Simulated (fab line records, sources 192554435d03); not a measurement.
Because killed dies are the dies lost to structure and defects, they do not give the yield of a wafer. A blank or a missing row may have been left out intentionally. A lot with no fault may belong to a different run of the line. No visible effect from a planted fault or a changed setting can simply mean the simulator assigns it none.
fab line records	flow n5-finfet
record lots=6	wafers=18	last-day=17
route steps=1938 shown PASSIVATION@1909
lots with no fault: from the same line, run without faults
start-h: hours from the record's first day to the start of the lot's first wafer shown	wait-h: how many hours have passed since the lot's step before this one	" as in the row above	L1.1+2: one row covering several wafers at once	- either no value or no given start	* or withheld: withheld	< > ~ a bound
route shown NAME@n: names a module that has steps shown in the file, with the first one's number in the route	usual: mean and standard deviation over wafers with no fault	same: alike in all rows	chamber/n: place in a boat	sites: per-site readings	_std_site: the standard deviation of these	_edge_site: inner sites' mean taken away from outer sites' mean	radius-mm: for every site, how far away it sits from the centre of the wafer	mask NAME#n: copy n	behind: the tool/chamber that last shaped the wafer	hold: what put the lot on hold/how long, in hours/how the hold closed	device: transistor that didn't switch, given as n, p or np	end of line: tests run on the same wafers once the route is complete	step lacking rows: just its recipe	killed: not the wafer's yield, but the dies lost to structure and defects at the first sort	map: the dies of a wafer, with x for killed, . for not killed, _ for no die there
set.NAME: setting as actually run; set.NAME@STEP: the setting as run at that earlier step	model.NAME: the simulator's own value behind a step, which no gauge read
lots at some steps of the route; a table a step, a row a wafer
services: when a tool's chamber went out of use (start-h, in hours from the record's first day, below 0 if earlier), for how many hours, and the reason
## steps
# step N5_PASSIVATION_AL_ETCH_33
# recipe chemistry=Cl2/BCl3	target-depth-a=28000	over-etch-frac=0.15	Cl2_flow_sccm=180	bcl3-flow-sccm=60	target=Al	stop-on=TaN	time-s=466.7	ion-energy-ev=100	pressure-mtorr=10	icp-w=900	bias-w=100
# usual drypump-motor-current-A=5.92/0.2	oes-product-au=0.72/0.07	throttle-valve-pct=34.07/0.26
# same time-s=466.7
lot.wafer	tool	chamber	start-h	wait-h	drypump-motor-current-A	oes-product-au	rf-hours-counter-h	throttle-valve-pct
L397.2	rie-metal-01	1	309.54	0.1	6.23	0.60	97	34.26
L397.3	"	0	"	"	5.81	0.81	-	33.79
L397.6	"	1	"	"	6.25	0.59	-	34.28
L396.3	rie-metal-03	0	311.83	0.2	6.03	0.78	-	34.42
L396.5	"	0	"	"	6.00	0.80	-	34.39
L396.6	"	1	"	"	5.76	0.73	-	33.76
L404.2	rie-metal-03	1	359.75	0.1	5.75	0.73	34	33.70
L404.4	"	0	"	"	5.97	0.78	-	34.40
L404.6	"	1	"	"	5.76	0.72	-	33.73
L401.1	rie-metal-01	1	360.34	0.1	6.22	0.59	101	34.26
L401.2	"	0	"	"	5.81	0.80	10	33.77
L401.6	"	1	"	"	6.24	0.59	-	34.30
L408.1	rie-metal-03	1	374.50	0.1	5.75	0.72	36	33.75
L408.2	"	0	"	"	6.01	0.78	17	34.33
L408.6	"	1	"	"	5.75	0.72	-	33.74
L410.1	rie-metal-02	1	401.92	0.1	6.11	0.64	71	34.00
L410.2	"	0	"	"	5.68	0.68	48	34.30
L410.6	"	0	"	"	5.69	0.68	-	34.32
# step N5_PASSIVATION_ETCH_59
# recipe chemistry=Cl2/BCl3	target=TaN	target-depth-a=650	time-s=34.9	ion-energy-ev=100	pressure-mtorr=10	icp-w=900	bias-w=100	Cl2_flow_sccm=60	bcl3-flow-sccm=30
# usual drypump-motor-current-A=5.92/0.2	oes-product-au=0.80/0.072	throttle-valve-pct=20.98/0.18
# same time-s=34.9
lot.wafer	tool	chamber	start-h	wait-h	drypump-motor-current-A	oes-product-au	rf-hours-counter-h	throttle-valve-pct
L397.2	rie-metal-01	1	309.94	0.3	6.16	0.66	97	21.19
L397.3	"	0	"	"	5.84	0.90	-	20.73
L397.6	"	1	"	"	6.18	0.67	-	21.17
L396.3	rie-metal-03	0	312.13	0.2	5.99	0.88	-	21.07
L396.5	"	0	"	"	6.01	0.89	-	21.04
L396.6	"	1	"	"	5.75	0.83	-	20.78
L404.2	rie-metal-03	1	360.15	0.3	5.76	0.82	34	20.80
L404.4	"	0	"	"	6.00	0.86	-	21.07
L404.6	"	1	"	"	5.75	0.81	-	20.82
L401.1	rie-metal-01	1	360.74	0.3	6.21	0.67	101	21.14
L401.2	"	0	"	"	5.83	0.89	10	20.72
L401.6	"	1	"	"	6.21	0.67	-	21.15
L408.1	rie-metal-03	1	374.90	0.3	5.77	0.81	36	20.81
L408.2	"	0	"	"	6.01	0.86	17	21.08
L408.6	"	1	"	"	5.78	0.81	-	20.78
L410.1	rie-metal-02	1	402.33	0.3	6.12	0.73	72	20.94
L410.2	"	0	"	"	5.64	0.75	48	21.24
L410.6	"	0	"	"	5.64	0.74	-	21.25
# step N5_PASSIVATION_STRIP_34
# recipe chemistry=O2	power-w=600	temp-c=60	pressure-mtorr=30	rf-frequency-hz=6e+07	bias-power-w=0	overash-fraction=2	o2-flow-sccm=225
# usual drypump-motor-current-A=5.8/0.47	oes-product-au=0.81/0.075	rf-vpp-V=3.6/1.5	showerhead-plenum-p-Torr=2.12/0.056	throttle-valve-pct=16.56/0.24
lot.wafer	tool	chamber	start-h	wait-h	drypump-motor-current-A	oes-product-au	rf-hours-counter-h	rf-vpp-V	showerhead-plenum-p-Torr	throttle-valve-pct
L397.2	rie-diel-01	1	310.05	0.1	6.0	0.73	185	0.9	2.18	16.64
L397.3	"	0	"	"	5.5	0.89	23	2.3	2.12	16.35
L397.6	"	0	"	"	5.5	0.90	-	2.6	2.12	16.28
L396.3	rie-diel-01	2	312.22	0.1	5.9	0.89	37	4.3	2.12	16.10
L396.5	"	1	"	"	6.1	0.73	-	2.2	2.18	16.68
L396.6	"	0	"	"	5.5	0.91	-	2.4	2.12	16.27
L404.2	rie-diel-01	0	360.27	0.1	5.5	0.85	40	2.3	2.11	16.32
L404.4	"	1	"	"	6.1	0.75	202	3.4	2.18	16.65
L404.6	"	0	"	"	5.5	0.86	-	2.7	2.11	16.34
L401.1	rie-diel-04	0	360.86	0.1	6.7	0.78	117	4.6	2.20	16.44
L401.2	"	3	"	"	4.9	0.76	158	3.4	1.99	16.76
L401.6	"	0	"	"	6.7	0.81	-	7.6	2.20	16.44
L408.1	rie-diel-04	3	375.01	0.1	4.9	0.78	163	3.7	1.99	16.77
L408.2	"	1	"	"	5.7	0.71	189	3.8	2.08	16.62
L408.6	"	2	"	"	5.0	0.82	-	1.2	2.11	16.73
L410.1	rie-diel-05	1	402.44	0.1	6.1	0.88	27	3.2	2.15	16.61
L410.2	"	2	"	"	5.9	0.86	31	2.4	2.16	16.14
L410.6	"	1	"	"	6.0	0.90	-	5.6	2.15	16.59
# step N5_PASSIVATION_STRIP_51
# recipe chemistry=post-etch-residue-remover	time-s=1200	temp-c=72.5
# step N5_PASSIVATION_CLEAN_69
# recipe chemistry=IPA	time-s=180	temp-c=25
# step N5_PASSIVATION_SRD_70
# recipe dry=ipa-marangoni	time-s=30	temp-c=23	rinse-liquid=diw
# step N5_PASSIVATION_PECVD_53
# recipe material=SiO2	target-thk-a=8000	temp-c=400	precursor=TEOS/O2	pressure-torr=6.5	rf-w=withheld	teos-flow-sccm=withheld	gas=O2	flow-sccm=2650	time-s=169.4
# step N5_PASSIVATION_PECVD_35
# recipe material=SiNx	target-thk-a=7000	temp-c=400	precursor=SiH4/NH3/N2	pressure-torr=4.9	rf-w=1406	time-s=151.3
# usual heater-power-w=407/93	showerhead-plenum-p-Torr=8.69/0.06	throttle-valve-pct=28.9/2.1
# same time-s=151.3
lot.wafer	tool	chamber	start-h	wait-h	heater-power-w	showerhead-plenum-p-Torr	throttle-valve-pct
L397.2	pecvd-04	1	310.67	0.1	532	8.76	28.3
L397.3	"	0	"	"	421	8.66	28.8
L397.6	"	0	"	"	431	8.66	29.0
L396.3	pecvd-04	1	312.83	0.1	445	8.73	28.1
L396.5	"	1	"	"	500	8.73	28.0
L396.6	"	0	"	"	293	8.67	28.9
L404.2	pecvd-03	0	360.89	0.1	380	8.75	32.9
L404.4	"	0	"	"	246	8.74	32.8
L404.6	"	2	"	"	472	8.65	26.1
L401.1	pecvd-01	2	361.47	0.1	380	8.56	27.7
L401.2	"	1	"	"	260	8.59	29.2
L401.6	"	0	"	"	319	8.66	31.2
L408.1	pecvd-04	2	375.72	0.1	609	8.77	27.9
L408.2	"	0	"	"	425	8.65	29.1
L408.6	"	2	"	"	517	8.76	28.1
L410.1	pecvd-04	0	403.05	0.1	427	8.64	29.1
L410.2	"	1	"	"	444	8.77	28.1
L410.6	"	0	"	"	291	8.66	29.1
# step N5_PASSIVATION_HMDS_37
# recipe time-s=60	temp-c=120
# step N5_PASSIVATION_COAT_38
# recipe spin-rpm=3000	resist-thk-nm=withheld
# step N5_PASSIVATION_EBR_40
# recipe solvent=PGMEA	ebr-width-mm=1.5
# step N5_PASSIVATION_SOFTBAKE_39
# recipe temp-c=110	time-s=120
# step N5_PASSIVATION_EXPOSE_41
# recipe mask-id=PASS_OPEN	na=0.55	defocus-nm=0	source-shape=conventional	sigma-outer=0.8	polarization=unpolarized	target-cd-nm=40000	dose-mj=57.25
# usual exposure-dose-mJ-cm2=57.25/0.057
lot.wafer	tool	chamber	start-h	wait-h	mask	exposure-dose-mJ-cm2
L397.2	krf-scanner-01	0	311.05	-	PASS_OPEN#0	57.24
L397.3	"	0	"	"	PASS_OPEN#0	57.19
L397.6	"	0	"	"	PASS_OPEN#0	57.22
L396.3	krf-scanner-02	0	313.22	-	PASS_OPEN#0	57.19
L396.5	"	0	"	"	PASS_OPEN#0	57.22
L396.6	"	0	"	"	PASS_OPEN#0	57.21
L404.2	krf-scanner-01	0	361.15	-	PASS_OPEN#0	52.00
L404.4	"	0	"	"	PASS_OPEN#0	51.98
L404.6	"	0	"	"	PASS_OPEN#0	51.96
L401.1	krf-scanner-01	0	361.72	-	PASS_OPEN#0	52.07
L401.2	"	0	"	"	PASS_OPEN#0	52.06
L401.6	"	0	"	"	PASS_OPEN#0	52.10
L408.1	krf-scanner-02	0	376.30	-	PASS_OPEN#0	57.36
L408.2	"	0	"	"	PASS_OPEN#0	57.31
L408.6	"	0	"	"	PASS_OPEN#0	57.31
L410.1	krf-scanner-02	0	403.43	-	PASS_OPEN#0	57.34
L410.2	"	0	"	"	PASS_OPEN#0	57.30
L410.6	"	0	"	"	PASS_OPEN#0	57.31
# step N5_PASSIVATION_PEB_42
# recipe peb-temp-c=withheld	peb-time-s=*
# step N5_PASSIVATION_DEVELOP_43
# recipe develop-time-s=60	rinse-liquid=diw	dry=air-spin	dev-temp-c=21
# step N5_PASSIVATION_HARDBAKE_45
# recipe temp-c=130	time-s=120
# step N5_PASSIVATION_CD_MEAS_44
# recipe target-cd-nm=40000	landing-energy-ev=500	detector=se-inlens
# usual cd-nm=40000/3.1
# same landing-energy-ev=500
lot.wafer	tool	chamber	start-h	wait-h	cd-nm
L397.2	cd-sem-03	0	311.22	-	39998
L397.3	"	0	"	"	40001
L397.6	"	0	"	"	39993
L396.3	cd-sem-02	0	313.39	-	40000
L396.5	"	0	"	"	40003
L396.6	"	0	"	"	40001
L404.2	cd-sem-03	0	361.32	-	39966
L404.4	"	0	"	"	39967
L404.6	"	0	"	"	39963
L401.1	cd-sem-01	0	361.90	-	39962
L401.2	"	0	"	"	39964
L401.6	"	0	"	"	39965
L408.1	cd-sem-02	0	376.48	-	39998
L408.2	"	0	"	"	39995
L408.6	"	0	"	"	39997
L410.1	cd-sem-03	0	403.61	-	40001
L410.2	"	0	"	"	40000
L410.6	"	0	"	"	40002
# step N5_PASSIVATION_OVL_MEAS_66
# recipe points-per-wafer=44
# usual PASS_OPEN_OVL=-1/5.5
lot.wafer	tool	chamber	start-h	wait-h	PASS_OPEN_OVL[nm]
L397.2	overlay-01	0	311.25	0.0	-2
L397.3	"	0	"	"	-8
L397.6	"	0	"	"	-4
L396.3	overlay-02	0	313.42	0.0	2
L396.5	"	0	"	"	0
L396.6	"	0	"	"	-3
L404.2	overlay-01	0	361.35	0.0	1
L404.4	"	0	"	"	7
L404.6	"	0	"	"	5
L401.1	overlay-02	0	361.93	0.0	4
L401.2	"	0	"	"	4
L401.6	"	0	"	"	2
L408.1	overlay-01	0	376.51	0.0	0
L408.2	"	0	"	"	2
L408.6	"	0	"	"	1
L410.1	overlay-01	0	403.64	0.0	1
L410.2	"	0	"	"	5
L410.6	"	0	"	"	4
# step N5_PASSIVATION_PROBE_49
# usual defect-limited-yield=91.3/1.4	killed_at_M0_to_M3=34/9.2	killed_at_M4_up=13/5.3	killed-at-contacts=12/6	killed-at-front-end=39/12	killed-at-other=4/3.3	killed-dies=102/17	killed-open=67/12	killed-short=34/7.4	sort_bin_5_function=5.1/1	sort_bin_6_memory=3.2/0.6	sort-n-pass=1078/17	sort-yield-pct=91.3/1.4
# same gross-dies=1180	killed-at-back-side=0	sort_bin_4_leakage[%]=0	sort_bin_8_speed[%]=0
lot.wafer	tool	chamber	start-h	wait-h	defect-limited-yield[%]	killed_at_M0_to_M3	killed_at_M4_up	killed-at-contacts	killed-at-front-end	killed-at-other	killed-dies	killed-open	killed-short	sort_bin_5_function[%]	sort_bin_6_memory[%]	sort-n-pass	sort-yield-pct[%]
L397.2	prober-01	-	314.40	0.1	90.3	32	11	14	57	0	114	77	36	5.9	3.4	1066	90.3
L397.3	prober-01	-	314.45	0.1	91.5	30	14	12	41	3	100	69	31	5.0	3.1	1080	91.5
L397.6	prober-01	-	314.60	0.3	90.7	38	7	19	44	2	110	78	31	6.4	2.7	1070	90.7
L396.3	prober-01	-	316.62	0.1	90.8	35	8	14	43	8	108	64	44	5.7	3.4	1072	90.8
L396.5	prober-01	-	316.72	0.2	91.0	29	12	7	43	15	106	74	32	5.8	2.9	1074	91.0
L396.6	prober-01	-	316.77	0.3	91.5	33	12	5	33	17	100	61	39	4.7	3.2	1080	91.5
L404.2	prober-02	-	364.54	0.1	88.5	34	18	21	62	1	136	90	44	7.0	3.9	1044	88.5
L404.4	prober-02	-	364.64	0.2	89.8	46	14	19	38	3	120	74	46	6.1	3.6	1060	89.8
L404.6	prober-02	-	364.74	0.3	93.7	28	4	12	24	6	74	50	22	3.8	2.3	1106	93.7
L401.1	prober-01	-	365.06	0.0	90.8	28	19	14	47	0	108	71	37	5.3	3.3	1072	90.8
L401.2	prober-01	-	365.11	0.1	89.2	35	17	9	64	2	127	68	50	5.8	3.7	1053	89.2
L401.6	prober-01	-	365.31	0.3	91.0	24	15	18	48	1	106	58	47	5.3	3.2	1074	91.0
L408.1	prober-02	-	379.85	0.0	92.2	29	8	13	39	3	92	58	34	4.4	3.1	1088	92.2
L408.2	prober-02	-	379.90	0.1	91.6	19	15	25	39	1	99	69	30	4.1	4.2	1081	91.6
L408.6	prober-02	-	380.10	0.3	89.9	27	22	14	55	1	119	65	47	6.0	3.2	1061	89.9
L410.1	prober-01	-	406.92	0.0	89.6	24	19	22	55	3	123	87	34	6.9	3.3	1057	89.6
L410.2	prober-01	-	406.97	0.1	90.8	30	14	27	33	5	109	72	34	5.9	3.2	1071	90.8
L410.6	prober-01	-	407.17	0.3	90.0	49	13	25	24	7	118	86	29	6.4	3.4	1062	90.0
# killed by level:class
L397.2 FIN_SAQP:geometric-particle:short=15 FIN_SAQP:geometric-particle:open=14 MOL_CONTACT_COAG:geometric-particle:open=12 STI_FIN_REVEAL:geometric-particle:open=10 BEOL_M0:geometric-particle:open=9 DUMMY_GATE:geometric-particle:open=5 GATE_CUT:geometric-particle:short=5 BEOL_M0_SAQP:geometric-particle:open=4
L397.3 FIN_SAQP:geometric-particle:short=12 MOL_CONTACT_COAG:geometric-particle:open=11 BEOL_M0_SAQP:geometric-particle:open=9 FIN_SAQP:geometric-particle:open=6 DUMMY_GATE:geometric-particle:open=6 STI_FIN_REVEAL:geometric-particle:open=5 BEOL_M2:geometric-particle:open=5 BEOL_M4:geometric-particle:open=5
L397.6 MOL_CONTACT_COAG:geometric-particle:open=14 BEOL_M2:geometric-particle:open=14 FIN_SAQP:geometric-particle:open=9 FIN_SAQP:geometric-particle:short=9 STI_FIN_REVEAL:geometric-particle:open=6 BEOL_M0_SAQP:geometric-particle:open=6 BEOL_M0:geometric-particle:open=6 MOL_CONTACT_COAG:geometric-particle:short=5
L396.3 FIN_SAQP:geometric-particle:open=12 BEOL_M0_SAQP:geometric-particle:short=11 MOL_CONTACT_COAG:geometric-particle:open=10 FIN_SAQP:geometric-particle:short=8 STI_FIN_REVEAL:geometric-particle:open=6 BEOL_M0_SAQP:geometric-particle:open=6 BEOL_M3:geometric-particle:open=6 MIM_TOP:geometric-particle:short=5
L396.5 FIN_SAQP:geometric-particle:open=15 FIN_SAQP:geometric-particle:short=12 BEOL_M0_SAQP:geometric-particle:open=9 MOL_CONTACT_COAG:geometric-particle:open=7 STI_FIN_REVEAL:geometric-particle:open=6 BEOL_M3:geometric-particle:open=6 BEOL_M4:geometric-particle:open=6 MIM_TOP:geometric-particle:open=6
L396.6 FIN_SAQP:geometric-particle:short=12 BEOL_M2:geometric-particle:open=11 FIN_SAQP:geometric-particle:open=7 BEOL_M0_SAQP:geometric-particle:short=6 PASS1_CAP:geometric-particle:open=6 MOL_CONTACT_COAG:geometric-particle:open=5 BEOL_M3:geometric-particle:open=5 PASS1_CAP:geometric-particle:short=5
L404.2 FIN_SAQP:geometric-particle:open=29 FIN_SAQP:geometric-particle:short=15 MOL_CONTACT_COAG:geometric-particle:open=14 BEOL_M0_SAQP:geometric-particle:open=8 BEOL_M0_SAQP:geometric-particle:short=8 MOL_CONTACT_COAG:geometric-particle:short=7 BEOL_M4:geometric-particle:open=7 BEOL_M2:geometric-particle:open=6
L404.4 BEOL_M0_SAQP:geometric-particle:short=21 MOL_CONTACT_COAG:geometric-particle:open=16 FIN_SAQP:geometric-particle:open=12 BEOL_M0_SAQP:geometric-particle:open=12 FIN_SAQP:geometric-particle:short=8 GATE_CUT:geometric-particle:short=7 BEOL_M4:geometric-particle:open=7 BEOL_M2:geometric-particle:open=6
L404.6 MOL_CONTACT_COAG:geometric-particle:open=9 FIN_SAQP:geometric-particle:open=8 BEOL_M3:geometric-particle:open=6 FIN_SAQP:geometric-particle:short=5 BEOL_M0_SAQP:geometric-particle:open=5 BEOL_M2:geometric-particle:open=5 BEOL_M0_SAQP:geometric-particle:short=4 STI_FIN_REVEAL:geometric-particle:open=3
L401.1 MOL_CONTACT_COAG:geometric-particle:open=13 FIN_SAQP:geometric-particle:short=12 BEOL_M3:geometric-particle:open=10 FIN_SAQP:geometric-particle:open=8 BEOL_M4:geometric-particle:short=8 STI_FIN_REVEAL:geometric-particle:open=5 ILD0:geometric-particle:open=5 STARTING-WAFER:geometric-particle:open=5
L401.2 FIN_SAQP:geometric-particle:short=13 FIN_SAQP:geometric-particle:open=11 STI_FIN_REVEAL:geometric-particle:open=9 HKMG_FIN:area-etch=9 STARTING-WAFER:geometric-particle:short=8 BEOL_M4:geometric-particle:short=7 MOL_CONTACT_COAG:geometric-particle:open=6 ILD0:geometric-particle:open=5
L401.6 FIN_SAQP:geometric-particle:short=21 MOL_CONTACT_COAG:geometric-particle:open=15 FIN_SAQP:geometric-particle:open=10 STI_FIN_REVEAL:geometric-particle:open=5 BEOL_M0_SAQP:geometric-particle:short=5 BEOL_M3:geometric-particle:open=4 MOL_CONTACT_COAG:geometric-particle:short=3 ILD0:geometric-particle:open=3
L408.1 FIN_SAQP:geometric-particle:open=12 FIN_SAQP:geometric-particle:short=9 MOL_CONTACT_COAG:geometric-particle:open=9 BEOL_M2:geometric-particle:open=9 DUMMY_GATE:geometric-particle:open=6 BEOL_M2:geometric-particle:short=6 GATE_CUT:geometric-particle:short=4 MOL_CONTACT_COAG:geometric-particle:short=4
L408.2 MOL_CONTACT_COAG:geometric-particle:open=23 FIN_SAQP:geometric-particle:short=11 FIN_SAQP:geometric-particle:open=8 BEOL_M2:geometric-particle:open=8 STI_FIN_REVEAL:geometric-particle:open=6 BEOL_M4:geometric-particle:open=4 DUMMY_GATE:geometric-particle:open=3 GATE_CUT:geometric-particle:short=3
L408.6 FIN_SAQP:geometric-particle:short=12 FIN_SAQP:geometric-particle:open=11 MOL_CONTACT_COAG:geometric-particle:open=9 BEOL_M2:geometric-particle:open=8 DUMMY_GATE:geometric-particle:open=8 BEOL_M5:geometric-particle:open=6 HKMG_FIN:area-etch=6 MOL_CONTACT_COAG:geometric-particle:short=5
L410.1 MOL_CONTACT_COAG:geometric-particle:open=20 FIN_SAQP:geometric-particle:open=18 BEOL_M4:geometric-particle:open=11 FIN_SAQP:geometric-particle:short=10 STI_FIN_REVEAL:geometric-particle:open=10 BEOL_M1:geometric-particle:open=5 BEOL_M0_SAQP:geometric-particle:open=4 BEOL_M0_SAQP:geometric-particle:short=4
L410.2 MOL_CONTACT_COAG:geometric-particle:open=20 FIN_SAQP:geometric-particle:short=9 BEOL_M4:geometric-particle:open=7 MOL_CONTACT_COAG:geometric-particle:short=7 FIN_SAQP:geometric-particle:open=6 STI_FIN_REVEAL:geometric-particle:open=6 BEOL_M0_SAQP:geometric-particle:short=6 BEOL_M3:geometric-particle:open=6
L410.6 MOL_CONTACT_COAG:geometric-particle:open=20 BEOL_M2:geometric-particle:open=13 BEOL_M1:geometric-particle:open=12 FIN_SAQP:geometric-particle:open=9 BEOL_M0_SAQP:geometric-particle:open=9 FIN_SAQP:geometric-particle:short=8 BEOL_M3:geometric-particle:open=7 BEOL_M4:geometric-particle:open=6
## services
tool	chamber	start-h	hours	kind
krf-scanner-01	-	286.21	3.6	pm
pecvd-01	-	286.81	3.3	repair
krf-scanner-01	0	290.15	-	calibration
rie-diel-05	-	290.29	1.3	repair
rie-diel-04	0	298.79	14.6	repair
krf-scanner-02	-	303.23	1.3	pm
rie-metal-02	1	303.36	2.4	repair
krf-scanner-01	-	309.35	1.0	pm
krf-scanner-02	-	326.04	0.8	pm
krf-scanner-02	0	342.84	-	calibration
krf-scanner-01	-	343.52	1.0	pm
rie-diel-01	-	356.84	0.7	repair
rie-diel-05	1	358.51	3.4	repair
rie-diel-04	2	360.37	9.1	repair
pecvd-04	1	364.40	29.3	repair
krf-scanner-01	-	373.07	0.9	repair
krf-scanner-02	-	381.27	14.9	repair
krf-scanner-01	-	387.45	1.7	repair
rie-metal-01	1	391.19	-	clean
rie-metal-01	1	391.19	23.1	scheduled-down
rie-metal-01	1	391.19	23.1	vent-cycle
krf-scanner-01	-	397.13	4.0	pm
rie-diel-05	1	397.63	1.4	repair
krf-scanner-01	-	401.15	4.4	pm
## key
first-sign step=N5_PASSIVATION_EXPOSE_41	reading=exposure-dose-mJ-cm2	direction=down	sigmas=92	usual=57.25	struck=52.03
effect step=N5_PASSIVATION_CD_MEAS_44	reading=cd-nm	direction=down	sigmas=9	usual=40000	struck=39964
met-at N5_PASSIVATION_EXPOSE_41
struck-wafers L401.1,L401.2,L401.6,L404.2,L404.4,L404.6
onset-between 311.05 361.15
fault kind=process-parameter-drift	tool=krf-scanner-01	chamber=-	onset-h=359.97	steps=N5_PASSIVATION_EXPOSE_41	channel=dose-mj	offset=-5.2521	shape=step	acts-in=these-recipes-only	stated=57.25
